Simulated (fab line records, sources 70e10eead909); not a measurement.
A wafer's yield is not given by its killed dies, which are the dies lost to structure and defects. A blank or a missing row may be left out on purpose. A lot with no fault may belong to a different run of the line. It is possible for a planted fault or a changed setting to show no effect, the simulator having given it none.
A struck lot beside a sound one / flow nandHarc / 21 steps out of a route of 1159
Sound: these wafers, L633.3, L633.4, L633.5. Struck: wafer L638.4. The cause is given at the end.
Order at every step that has rows: each side's tool, ch and its chambers, its first start. Under that, the readings that differ: sound wafers / struck wafers / difference of the means / sigmas: that difference in standard deviations of wafers without a fault.
alike: readings with means less than 2 such deviations apart, plus words and numbers identical on both sides. not compared: withheld readings, readings lacking a value on some wafer, bounds such as >300 that could conceal the same value, and numbers that have no deviation in the record and whose values overlap.
Wherever a step has rows on one side only, a row that says differs or no value, or a row with sigmas, the two part there. Numbers that don't overlap but have no deviation are shown without sigmas and don't part them. A reading missing from all wafers of one side parts the sides only when that side holds two or more wafers.

first, 1 step without rows for these wafers: NHARC_A_SLIT_DEVELOP_08 (develop time 35 s).
NHARC_A_SLIT_CD_MEAS_09 targets a cd of 300 nm.
  sound on cdSem-02 ch 0, day 16 02:45; struck on cdSem-01 ch 0, day 17 07:53
reading=cdNm (nm); sound=299.7 300.3 300.6; struck=299.0; difference=-1.2; sigmas=-3
NHARC_A_SLIT_OVL_MEAS_10:
  sound on overlay-01 at day 16 02:50; struck on overlay-01 at day 17 07:58
  alike: overlayXNm, overlayYNm
NHARC_A_SLIT_INSPECT_11:
  sound on defectInspect-01 at day 16 02:52; struck on defectInspect-02 at day 17 08:00
  alike: rawDefectCount
NHARC_A_SLIT_DESCUM_14: chemistry O2, time 3 s.
  sound on rieDiel-03 ch 0,1,2, day 16 02:56; struck on rieDiel-03 ch 0, day 17 08:04
  alike: drypumpMotorCurrentA, oesProductAu, rfVppV, showerheadPlenumPTorr, throttleValvePct
  not compared: rfHoursCounterH
NHARC_A_SLIT_ETCH_24: etches the open film in CF4/CHF3, target depth 121 nm, time 60.5 s.
  sound on rieDiel-03 ch 0,1,3, day 16 03:01; struck on rieDiel-03 ch 0, day 17 08:08
  alike: drypumpMotorCurrentA, oesProductAu, rfVppV, showerheadPlenumPTorr, throttleValvePct
  not compared: rfHoursCounterH
NHARC_A_SLIT_ETCH_15: etches the open film in O2/COS, target depth 3200 nm, time 832 s.
  sound: rieDiel-03 ch 0,2,3; struck: rieDiel-03 ch 2
  alike: drypumpMotorCurrentA, oesProductAu, rfVppV, showerheadPlenumPTorr, throttleValvePct
  not compared: rfHoursCounterH
then, 4 steps without rows for these wafers: NHARC_A_SLIT_ETCH_17 (etches the open film in C4F8/O2/Ar, time 1687.5 s, target depth 10100 nm); NHARC_A_SLIT_ETCH_26 (etches the open film in C4F8/O2/Ar, time 90 s, target depth 400 nm); NHARC_A_SLIT_STRIP_28 (strips in O2/COS); NHARC_A_SLIT_ETCH_29 (etches the open film in CF4/O2, target depth 100 nm, overetch 10 nm, time 55 s).
NHARC_A_SLIT_STRIP_18: strips in O2.
  sound: rieDiel-03 ch 0,1; struck: rieDiel-09 ch 3
  alike: drypumpMotorCurrentA, oesProductAu, rfVppV, showerheadPlenumPTorr, throttleValvePct
  not compared: rfHoursCounterH
NHARC_A_SLIT_PRECLEAN_19: cleans in SC1.
  sound on wetBench-07 ch 0,2,4, day 16 06:11; struck on wetBench-03 ch 7, day 17 11:20
after that, 1 step had no rows for these wafers: NHARC_A_SLIT_SRD_20.
NHARC_A_SLIT_CD_MEAS_21:
  sound on cdSem-03 at day 16 06:20; struck on cdSem-03 at day 17 11:29
  alike: cdNm
then, 3 steps without rows for these wafers: NHARC_A_SIN_REMOVE_WET_00 (chemistry H3PO4, time 15300 s); NHARC_A_SIN_REMOVE_PRECLEAN_01 (cleans in SC1); NHARC_A_SIN_REMOVE_SRD_02.
NHARC_A_SIN_REMOVE_INSPECT_04:
  sound on defectInspect-01 at day 16 13:58; struck on defectInspect-02 at day 17 18:41
reading=rawDefectCount; sound=384 283 384; struck=697; difference=+347; sigmas=+5
  not compared: hold
NHARC_A_WL_FILL_ALD_00: deposits Al2O3, target thk 3 nm, pulse time 3 s, ald cycles 30.
  sound on aldHk-01 ch 0,1,3, day 16 14:05; struck on aldHk-01 ch 1, day 17 22:57
reading=hold; sound=- - -; struck=awaitDispo/4.2h/release; difference=no value on the sound wafers; sigmas=
  alike: heaterPowerW, precursorPulseHeightRel
  not compared: sinceWetCleanH
-- the record jumps here: 6 days lie between the struck wafers' starts before and after (it left off in module A_WL_FILL and takes up again in module END, whose first step shown is number 1159 of the route) --
NHARC_END_SORT_01:
  sound on prober-02 ch 0, day 20 23:19; struck on prober-02 ch 0, day 23 17:59
reading=killedAtArray; sound=27 22 17; struck=85; difference=+63; sigmas=+7
reading=killedAtOther; sound=2 3 2; struck=0; difference=-2; sigmas=-3
reading=killedDies; sound=35 30 25; struck=93; difference=+63; sigmas=+6
  alike: killedAtPeriphery, killedOpen, killedShort

== WHERE THEY PART ==
Last at NHARC_END_SORT_01 as far as this record goes, first at NHARC_A_SLIT_CD_MEAS_09.

WHY: the cause the simulator had injected
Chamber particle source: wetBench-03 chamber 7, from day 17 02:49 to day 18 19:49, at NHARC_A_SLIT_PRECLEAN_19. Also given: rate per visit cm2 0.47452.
